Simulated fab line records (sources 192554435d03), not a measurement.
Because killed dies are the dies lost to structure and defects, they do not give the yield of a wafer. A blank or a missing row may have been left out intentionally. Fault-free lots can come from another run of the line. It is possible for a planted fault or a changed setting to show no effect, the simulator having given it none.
Split-lot study	flow n5_finfet	route with 1938 steps; 7 lots, 21 wafers read

## ON THE SPLIT
At N5_BEOL_M0_SAQP_COAT_105 (time 60 s, resist thk 100 nm), the setting spin_rpm was moved away from the recipe's 1500 rpm on 5 of the 21 wafers read, by -7.5% to +8.7%. This setting was run at the recipe's value on the other wafers.

## BETWEEN THE SPLIT AND THE READING: the file shows 1 step in between
- N5_BEOL_M0_SAQP_ETCH_106: etches SOC in N2/H2, stops on SiNx, target depth 150 nm

## THE READING
SOC_of_BEOL_M0_SAQP_COAT_105.thk_nm (the simulator's own value, which no gauge read), in nm, at N5_BEOL_M0_SAQP_ETCH_107 (etches SiNx in CH3F/O2, target depth 30 nm). The file gives no usual value for it. Across the 16 wafers here that went through the recipe, the average is 13.3 nm and the standard deviation 0.87 nm.

wafer	tool, chamber at the split	spin_rpm as run, rpm	against the recipe	SOC_of_BEOL_M0_SAQP_COAT_105.thk_nm, nm	against lot-mates on the recipe
L075.2	litho_track-04, 0	1500	recipe	13.2	-
L075.6	litho_track-04, 0	1500	recipe	13.2	-
L075.5	litho_track-04, 0	1500	recipe	13.6	-
L076.2	litho_track-05, 0	1404	-6.4%	16.4	+3.2
L076.4	litho_track-05, 0	1500	recipe	13.2	-
L076.6	litho_track-05, 0	1404	-6.4%	18.6	+5.4
L084.3	litho_track-05, 0	1500	recipe	12.8	-
L084.4	litho_track-05, 0	1500	recipe	13	-
L084.5	litho_track-05, 0	1500	recipe	12.6	-
L088.3	litho_track-05, 0	1500	recipe	15	-
L088.4	litho_track-05, 0	1546	+3.1%	11	-3.3
L088.5	litho_track-05, 0	1500	recipe	13.6	-
L091.3	litho_track-04, 0	1500	recipe	14.6	-
L091.5	litho_track-04, 0	1500	recipe	13.2	-
L091.6	litho_track-04, 0	1387	-7.5%	19	+5.1
L093.2	litho_track-05, 0	1631	+8.7%	6.8	-5.5
L093.3	litho_track-05, 0	1500	recipe	11.6	-
L093.4	litho_track-05, 0	1500	recipe	13	-
L095.2	litho_track-05, 0	1500	recipe	12	-
L095.3	litho_track-05, 0	1500	recipe	14.6	-
L095.5	litho_track-05, 0	1500	recipe	13.2	-

THE FIT
A straight line over all 21 wafers: SOC_of_BEOL_M0_SAQP_COAT_105.thk_nm changes by -0.718 nm for each +1% of spin_rpm; r = -0.94; the points scatter about the line by 0.88 nm.
The same after taking each lot's own level away (the mean of its wafers on the recipe; 21 wafers): -0.677 nm for each +1%; r = -0.95; scatter 0.75 nm.
On that fit, the largest move of spin_rpm shifts the reading by 5.9 nm.
From 12.30 to 14.30 nm: that is the span of the lots' own levels, equal to 2.3 times the standard deviation above.
Hence the lot-to-lot level has little effect on the slope; both slopes agree.
Check: -6.3 nm against its lot-mates is what the line predicts for one of the wafers moved furthest among these (+8.7%) when that wafer is left out of the fit. Against them it came out at -5.5 nm.

## THE WHOLE CHAIN: every reading that the file lists as answering this split, in the file's order
step	what it does	reading	change (the file's fit)	r (the file's)
N5_BEOL_M0_SAQP_COAT_105	time 60 s, resist thk 100 nm	SOC_of_BEOL_M0_SAQP_COAT_105.thk_nm (the simulator's own value, which no gauge read)	-0.522 nm for each +1% of the setting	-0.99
N5_BEOL_M0_SAQP_ETCH_106	etches SOC in N2/H2, stops on SiNx, target depth 150 nm	SOC_of_BEOL_M0_SAQP_COAT_105.thk_nm (the simulator's own value, which no gauge read)	-0.65 nm for each +1% of the setting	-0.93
N5_BEOL_M0_SAQP_ETCH_107	etches SiNx in CH3F/O2, target depth 30 nm	SOC_of_BEOL_M0_SAQP_COAT_105.thk_nm (the simulator's own value, which no gauge read)	-0.677 nm for each +1% of the setting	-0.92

## THE FILE'S OWN FIT
SOC_of_BEOL_M0_SAQP_COAT_105.thk_nm changes by -0.677 nm for each +1% of spin_rpm, r = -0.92.
